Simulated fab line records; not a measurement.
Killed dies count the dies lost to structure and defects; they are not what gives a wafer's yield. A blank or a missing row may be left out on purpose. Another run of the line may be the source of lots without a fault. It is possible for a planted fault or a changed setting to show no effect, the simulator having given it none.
8D (eight disciplines) problem report, filled in by code | flow n5Finfet | the parts of the form that need people (team, actions taken, sign-off) are left out

== 1. WHAT WENT WRONG ==
N5_DUMMY_GATE_ETCH_23, oesProductAu: mean 1.328 a.u. over 1 wafer from 1 lot; wafers with no fault: 1.004 a.u., standard deviation 0.019. Measured from the usual mean, that is +17 standard deviations.
The step: etches poly-Si in HBr/Cl2/O2, target depth 41 nm, time 22.3 s.
Seen first at day 5 05:30 on rieSi-05, wafer L982.4. The record holds 14 wafers of 5 lots with a number at this step. Rule for "out", or "out of limits": more than 4 standard deviations from the usual mean. The other wafers with a number count as sound.

== 2. WHAT IT IS; WHAT IT IS NOT ==
question                    | is               | is not
which readings at this step | oesProductAu     | drypumpMotorCurrentA, throttleValvePct
which lots                  | L982             | L981, L991, L992, L996
which wafers of those lots  | L982.4           | L982.5
read on which tools         | rieSi-05         | rieSi-02, rieSi-06
when                        | from day 5 05:30 | up to then (4 sound wafers); but 9 sound wafers of L991, L992, L996 came after

== 3. SUSPECTS, AND WHAT RULES EACH OUT ==
Counting: a tool at a process step up to the reading stays a suspect if it ran every lot that is out. Sound lots after the first of them don't rule it out here, since some wafers of a struck lot are sound.
- rieDiel-06 at N5_DUMMY_GATE_ETCH_29 (etches underlayer in N2/H2, target depth 13 nm): kept. It ran the lot that is out, L982 (day 5 04:36).
- rieDiel-06 at N5_DUMMY_GATE_ETCH_36 (etches SiARC in CF4, target depth 13 nm): kept. It ran the lot that is out, L982 (day 5 04:38).
- rieDiel-06 at N5_DUMMY_GATE_ETCH_37 (etches SOC in N2/H2, target depth 60 nm, overetch 30 nm): kept. It ran the lot that is out, L982 (day 5 04:41).
- rieDiel-06 at N5_DUMMY_GATE_ETCH_31 (etches SiO2 in C4F6/O2, target depth 82.5 nm, time 27.5 s): kept. It ran the lot that is out, L982 (day 5 05:13).
- rieDiel-06 at N5_DUMMY_GATE_HM_OPEN_21 (chemistry CH3F/O2, target SiNx, target depth 120 nm, time 171.4 s): kept. It ran the lot that is out, L982 (day 5 05:18).
- rieSi-05 at N5_DUMMY_GATE_ETCH_23 (etches poly-Si in HBr/Cl2/O2, target depth 41 nm, time 22.3 s): kept. L982, the lot that is out, went through it at day 5 05:30; up to then, the latest sound lot through it was L981 at day 4 22:02. Its own oesProductAu readings are out on those wafers.
- At N5_DUMMY_GATE_ETCH_23 on rieSi-05, chamber 1 took the sound wafers of the same lots and chamber 3 took the wafers that are out.
Left after counting: rieDiel-06 at N5_DUMMY_GATE_ETCH_29, rieDiel-06 at N5_DUMMY_GATE_ETCH_36, rieDiel-06 at N5_DUMMY_GATE_ETCH_37, rieDiel-06 at N5_DUMMY_GATE_ETCH_31, rieDiel-06 at N5_DUMMY_GATE_HM_OPEN_21, rieSi-05 at N5_DUMMY_GATE_ETCH_23.

== 4. THE CAUSE (what the simulator had put in) ==
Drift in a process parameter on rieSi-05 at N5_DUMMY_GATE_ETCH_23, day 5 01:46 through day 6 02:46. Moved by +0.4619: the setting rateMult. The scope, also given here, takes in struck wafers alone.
Counting left 6 suspects, and this tool is among them.

== 5. THE CHAIN OF EFFECTS, in route order ==
One row per reading whose mean, taken over the struck wafers that have a number, lies over 3 standard deviations from the usual. Readings are gone through only where the record gives a usual standard deviation; hours: the median, over the lots, of the time from a lot's start at the first step in this table giving one to that lot's start at this step; sigmas: the change measured in usual standard deviations.
hours | step                  | reading      | usual      | on struck wafers | change | sigmas
0     | N5_DUMMY_GATE_ETCH_23 | oesProductAu | 1.004 a.u. | 1.328            | +0.324 | +17
The process steps in it:
- N5_DUMMY_GATE_ETCH_23: etches poly-Si in HBr/Cl2/O2, target depth 41 nm, time 22.3 s.
Later measuring or inspecting steps at which every struck wafer that the step has a row for has a number for every such reading, and none has moved that far: N5_DUMMY_GATE_CD_MEAS_24, N5_BEOL_M4_RC_MEAS_101.

== 6. HOW IT WOULD HAVE BEEN CAUGHT EARLIER ==
First out-of-limits reading in this record: day 5 05:30, which is 4 hours after fault onset at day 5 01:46.
